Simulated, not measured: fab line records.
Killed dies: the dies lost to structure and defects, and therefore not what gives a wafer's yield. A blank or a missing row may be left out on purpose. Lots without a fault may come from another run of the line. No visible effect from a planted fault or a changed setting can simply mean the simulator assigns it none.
Comparing a struck lot with a sound one | flow n5_finfet | 37 out of 1938 route steps
Sound: these wafers, L467.2, L467.5, L467.6. Wafers struck: L472.1, L472.4, L472.5. The cause is given at the end.
At each step with rows: each side's tool, then ch and its chambers, then its first start. Under that, the readings that differ: sound wafers | struck wafers | difference of the means | sigmas: that difference in standard deviations of wafers without a fault.
alike: a reading whose means differ by less than 2 such deviations, as well as words and numbers matching on both sides. not compared: withheld readings; readings where some wafer has no value; bounds like >300 that might hide an equal value; numbers whose values overlap and for which the record gives no deviation.
The two part at a step that has a row with sigmas, a row that says differs or no value, or rows on one side only. Non-overlapping numbers with no deviation appear without sigmas and do not part them. Lack of a reading on every wafer of one side parts them only where that side has two or more wafers.

first, 11 steps without rows for these wafers: N5_BEOL_M7_ETCH_72 (etches underlayer in N2/H2, target depth 6.5 nm, time 5.2 s); N5_BEOL_M7_ETCH_65 (etches SiARC in CF4, target depth 15.6 nm, time 26 s); N5_BEOL_M7_ETCH_66 (etches SOC in N2/H2, target depth 80 nm, overetch 16 nm, time 120 s); N5_BEOL_M7_STRIP_69 (strips in N2/H2); N5_BEOL_M7_STRIP_73 (strips in N2/H2); N5_BEOL_M7_VIA_ETCH_34 (etches SiCOH lowk in C4F6/O2, target depth 125.5 nm, time 50.5 s); N5_BEOL_M7_STRIP_76 (strips in C4F6/O2); N5_BEOL_M7_STRIP_36 (strips in N2/H2); N5_BEOL_M7_TRENCH_ETCH_37 (etches SiCOH lowk in C4F6/O2, target depth 93.478 nm, time 31.2 s); N5_BEOL_M7_ETCH_41 (etches SiCN in CH3F/O2, target depth 31.9 nm, time 57.8 s); N5_BEOL_M7_STRIP_80 (strips in N2/H2, time 10 s).
N5_BEOL_M7_HM_STRIP_39: strips TiN in peroxide tin strip, target depth 25 nm, time 158 s.
  sound on wet_bench-05 ch 0,1,4, day 11 17:47; struck on wet_bench-05 ch 4,6,7, day 12 09:23
  alike: temp_c
then, 24 steps without rows for these wafers: N5_BEOL_M7_SRD_40 (time 30 s); N5_BEOL_M7_PRECLEAN_42 (cleans in residue remover, time 60 s); N5_BEOL_M7_SRD_43 (time 30 s); N5_BEOL_M7_CURE_75 (cures SiCOH lowk, time 120 s); N5_BEOL_M7_DEGAS_44 (time 60 s); N5_BEOL_M7_PRE_CLEAN_45 (time 30 s); N5_BEOL_M7_ALD_77 (deposits TaN, target thk 2 nm, pulse time 2 s, purge time 3 s); N5_BEOL_M7_SURFACE_TREAT_79; N5_BEOL_M7_CVD_78 (deposits Co from CCTBA/H2, target thk 2 nm, time 142.3 s); N5_BEOL_M7_SPUTTER_48 (material Cu, target thk 10 nm, time 1.667 s); N5_BEOL_M7_ECD_50 (material Cu, target thk 300 nm); N5_BEOL_M7_ANNEAL_51 (time 90 s); N5_BEOL_M7_CMP_52 (polishes, stops on SiCOH lowk, t overpolish 6.9 s, target thk 80 nm); N5_BEOL_M7_PRE_CLEAN_55 (time 15 s); N5_BEOL_M7_DEP_56 (deposits SiCN from 3MS/NH3, target thk 10 nm, time 17.5 s); N5_BEOL_M8_ILD_DEP_00 (deposits SiCOH lowk from DEMS/porogen, target thk 179.75 nm, time 33.4 s); N5_BEOL_M8_CURE_74 (cures SiCOH lowk, time 240 s); N5_BEOL_M8_PECVD_70 (deposits SiO2 from TEOS/O2, target thk 20 nm, time 22.7 s); N5_BEOL_M8_HM_DEP_02 (deposits TiN, target thk 20 nm); N5_BEOL_M8_COAT_59 (time 60 s, resist thk 100 nm); N5_BEOL_M8_COAT_60 (time 60 s, resist thk 35 nm); N5_BEOL_M8_COAT_05 (resist thk 90 nm); N5_BEOL_M8_EBR_07; N5_BEOL_M8_SOFTBAKE_06 (time 60 s).
-- the record jumps here: 3 days lie between the struck wafers' starts before and after (it left off in module BEOL_M8 and takes up again in module PASSIVATION, whose first step shown is number 1936 of the route) --
N5_PASSIVATION_PROBE_49:
  sound on prober-02, day 14 19:19; struck on prober-02, day 15 17:47
  reading                  | sound          | struck         | difference | sigmas
  defect_limited_yield (%) | 89.3 89.0 90.0 | 78.6 79.3 79.6 | -10.3      | -6
  killed_at_M4_up          | 13 15 11       | 158 155 150    | +141       | +28
  killed_dies              | 126 130 118    | 252 244 241    | +121       | +6
  sort_bin_5_function (%)  | 5.8 5.8 5.3    | 13.6 13.1 14.1 | +8.0       | +7
  sort_bin_8_speed (%)     | 0 0 0.08       | 0 0 0          | +0         | -2
  sort_n_pass              | 1054 1050 1062 | 928 936 939    | -121       | -6
  sort_yield_pct (%)       | 89.3 89.0 90.0 | 78.6 79.3 79.6 | -10.3      | -6
  alike: killed_at_M0_to_M3, killed_at_contacts, killed_at_front_end, killed_at_other, killed_on_rim, killed_open, killed_short, sort_bin_6_memory

## WHERE THEY PART
Within this record, at N5_PASSIVATION_PROBE_49 only.

WHY: the cause the simulator had injected
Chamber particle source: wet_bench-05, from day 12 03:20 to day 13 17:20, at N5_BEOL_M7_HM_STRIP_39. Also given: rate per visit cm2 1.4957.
